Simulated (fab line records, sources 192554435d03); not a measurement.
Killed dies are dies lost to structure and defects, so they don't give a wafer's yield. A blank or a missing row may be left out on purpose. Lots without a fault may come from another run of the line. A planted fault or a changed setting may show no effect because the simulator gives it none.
Chamber matching | flow n5_finfet | N5_FIN_CUT_CUT_ETCH_27 on rie_diel-01: 4 sister chambers
The step etches SiO2 in CHF3/O2, target depth 4 nm, overetch 2 nm, time 4.9 s. 8 wafers are shown with their chamber, then 11 later ones without.

WAFERS WITH THEIR CHAMBER
wafer  | chamber | showerhead_plenum_p_Torr (Torr) | throttle_valve_pct (%)
L083.6 | 2       | 2.51                            | 18.91
L084.2 | 3       | 2.43                            | 19.09
L087.1 | 0       | 2.40                            | 19.09
L087.2 | 2       | 2.51                            | 18.92
L088.1 | 3       | 2.42                            | 19.12
L088.2 | 0       | 2.40                            | 19.09
L088.3 | 1       | 2.49                            | 19.27
L090.2 | 1       | 2.48                            | 19.28

WAFERS WITHOUT THEIR CHAMBER
wafer  | showerhead_plenum_p_Torr (Torr) | throttle_valve_pct (%)
L090.3 | 2.42                            | 19.12
L090.5 | 2.48                            | 19.29
L091.3 | 2.40                            | 19.09
L091.4 | 2.42                            | 19.13
L091.6 | 2.48                            | 19.27
L095.3 | 2.48                            | 19.30
L095.5 | 2.50                            | 18.96
L095.6 | 2.48                            | 19.32
L097.2 | 2.42                            | 19.15
L097.4 | 2.39                            | 19.11
L097.5 | 2.42                            | 19.13

WHICH CHAMBER EACH WENT THROUGH
wafer  | from the rows above | in truth
L090.3 | 3                   | 3
L090.5 | 1                   | 1
L091.3 | 0                   | 0
L091.4 | 3                   | 3
L091.6 | 1                   | 1
L095.3 | 1                   | 1
L095.5 | 2                   | 2
L095.6 | 1                   | 1
L097.2 | 3                   | 3
L097.4 | 0                   | 0
L097.5 | 3                   | 3
Placed correctly: 11 of 11. Can't be placed from these rows: 0. Placed wrongly: 0.
How it was worked out, from the rows above alone: a wafer's distance from a chamber is the root of the sum, over the readings, of the square of ((its reading less the chamber's mean) divided by the reading's scatter). The wafer belongs to the nearest chamber; if the next one is less than 2 further off, it can't be placed. A chamber's mean is the mean of its shown wafers. The scatter: the root of (the sum of the squares of (reading less its chamber's mean) over the shown wafers, divided by (wafers less chambers)).
